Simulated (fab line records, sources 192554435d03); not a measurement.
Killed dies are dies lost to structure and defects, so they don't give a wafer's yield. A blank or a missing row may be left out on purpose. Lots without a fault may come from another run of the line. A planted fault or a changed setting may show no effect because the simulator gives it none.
Split-lot experiment | flow n5_finfet | 7 lots, 21 wafers read, on a route of 1938 steps

THE SPLIT
At N5_BEOL_M12_TRENCH_ETCH_34 (etches SiOC in C4F8/O2/Ar, target depth 318.95 nm, time 125.5 s), the setting time_s was moved away from the recipe's 125.5 s on 10 of the 21 wafers read, by -22.4% to +22.3%. The other wafers ran this setting at the recipe's value.

FROM THE SPLIT TO THE READING: what the file shows between them, 8 steps
- N5_BEOL_M12_STRIP_70: strips in C4F8/O2/Ar
- N5_BEOL_M12_OCD_MEAS_35
- N5_BEOL_M12_SPUTTER_45: material Cu, target thk 80 nm, time 13.33 s (also split here: time_s)
- N5_BEOL_M12_ECD_47: material Cu, target thk 720 nm
- N5_BEOL_M12_ANNEAL_48: time 90 s
- N5_BEOL_M12_CMP_49: polishes, stops on SiOC, t overpolish 20.6 s, target thk 320 nm
- N5_BEOL_M12_PRE_CLEAN_52: time 15 s
- N5_BEOL_M12_DEP_53: deposits SiCN from 3MS/NH3, target thk 30 nm, time 10.5 s

THE READING
M12_RS, in ohm/sq, at N5_BEOL_M12_RS_MEAS_54 (measures by four-point-probe). Fault-free wafers of this fab line usually give 0.0599 ohm/sq, standard deviation 0.0012 ohm/sq.

wafer  | tool, chamber at the split | time_s as run, s | against the recipe | M12_RS, ohm/sq | against lot-mates on the recipe
L082.1 | rie_diel-06, 1             | 125.5            | recipe             | 0.0593         | -
L082.2 | rie_diel-06, 2             | 153.5            | +22.3%             | 0.0502         | -0.0091
L082.6 | rie_diel-06, 3             | 153.5            | +22.3%             | 0.0483         | -0.0110
L083.1 | rie_diel-02, 3             | 125.5            | recipe             | 0.0606         | -
L083.4 | rie_diel-02, 0             | 125.5            | recipe             | 0.0579         | -
L083.6 | rie_diel-02, 3             | 97.4             | -22.4%             | 0.0783         | +0.0190
L087.1 | rie_diel-04, 2             | 110.9            | -11.6%             | 0.0668         | +0.0063
L087.4 | rie_diel-04, 3             | 125.5            | recipe             | 0.0605         | -
L087.6 | rie_diel-04, 2             | 110.9            | -11.6%             | 0.0669         | +0.0064
L090.2 | rie_diel-04, 0             | 125.5            | recipe             | 0.0602         | -
L090.3 | rie_diel-04, 1             | 125.5            | recipe             | 0.0601         | -
L090.5 | rie_diel-04, 3             | 125.5            | recipe             | 0.0624         | -
L092.1 | rie_diel-02, 0             | 135.6            | +8.0%              | 0.0532         | -0.0064
L092.3 | rie_diel-02, 3             | 135.6            | +8.0%              | 0.0551         | -0.0045
L092.5 | rie_diel-02, 2             | 125.5            | recipe             | 0.0596         | -
L093.3 | rie_diel-04, 1             | 139.3            | +11.0%             | 0.0541         | -0.0082
L093.4 | rie_diel-04, 2             | 139.3            | +11.0%             | 0.0535         | -0.0088
L093.6 | rie_diel-04, 3             | 125.5            | recipe             | 0.0623         | -
L094.1 | rie_diel-02, 0             | 125.5            | recipe             | 0.0586         | -
L094.5 | rie_diel-02, 3             | 125.5            | recipe             | 0.0617         | -
L094.6 | rie_diel-02, 0             | 133.8            | +6.6%              | 0.0550         | -0.0051

THE FIT
A straight line over all 21 wafers: M12_RS changes by -0.000612 ohm/sq for each +1% of time_s; r = -0.96; the points scatter about the line by 0.0018 ohm/sq.
The same after taking each lot's own level away (the mean of its wafers on the recipe; 21 wafers): -0.000615 ohm/sq for each +1%; r = -0.95; scatter 0.002 ohm/sq.
On that fit, the largest move of time_s shifts the reading by 0.014 ohm/sq.
The lots' own levels span 0.05925 to 0.06230 ohm/sq, that is 2.5 times the standard deviation above.
So the lot-to-lot level changes the slope little: the two slopes agree.
Check: with one of the wafers moved furthest among these (-22.4%) left out of the fit, the line predicts +0.0115 ohm/sq for it against its lot-mates. It came out at +0.019 ohm/sq against them.

OTHER SPLITS ON THESE WAFERS
These wafers also went through other splits before the reading. Each is held against what the fit with the lots' levels taken away leaves over:
other split on the same wafers | wafers away from the commonest value | r with M12_RS (lot level and that fit taken away)
N5_BEOL_M11_EXPOSE_25 dose_mj  | 7                                    | +0.11
N5_BEOL_M12_COAT_04 spin_rpm   | 4                                    | -0.24
N5_BEOL_M12_PEB_08 peb_time_s  | 5                                    | -0.24
N5_BEOL_M12_SPUTTER_45 time_s  | 4                                    | +0.50

THE WHOLE CHAIN: every reading that the file lists as answering this split, in the file's order
step                       | what it does                                                    | reading                                                                       | change (the file's fit)               | r (the file's)
N5_BEOL_M12_TRENCH_ETCH_34 | etches SiOC in C4F8/O2/Ar, target depth 318.95 nm, time 125.5 s | etch.depth_nm (the simulator's own value, which no gauge read)                | +3.23 nm for each +1% of the setting  | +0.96
N5_BEOL_M12_OCD_MEAS_35    |                                                                 | trench_depth_nm                                                               | +3.24 nm for each +1% of the setting  | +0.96
N5_BEOL_M12_CMP_49         | polishes, stops on SiOC, t overpolish 20.6 s, target thk 320 nm | Cu_of_BEOL_M12_ECD_47.thk_nm (the simulator's own value, which no gauge read) | +3.26 nm for each +1% of the setting  | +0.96
N5_BEOL_M12_RS_MEAS_54     | measures by four-point-probe                                    | M12_RS                                                                        | -0.000656 for each +1% of the setting | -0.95

THE FILE'S OWN FIT
M12_RS changes by -0.000656 ohm/sq for each +1% of time_s, r = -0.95.
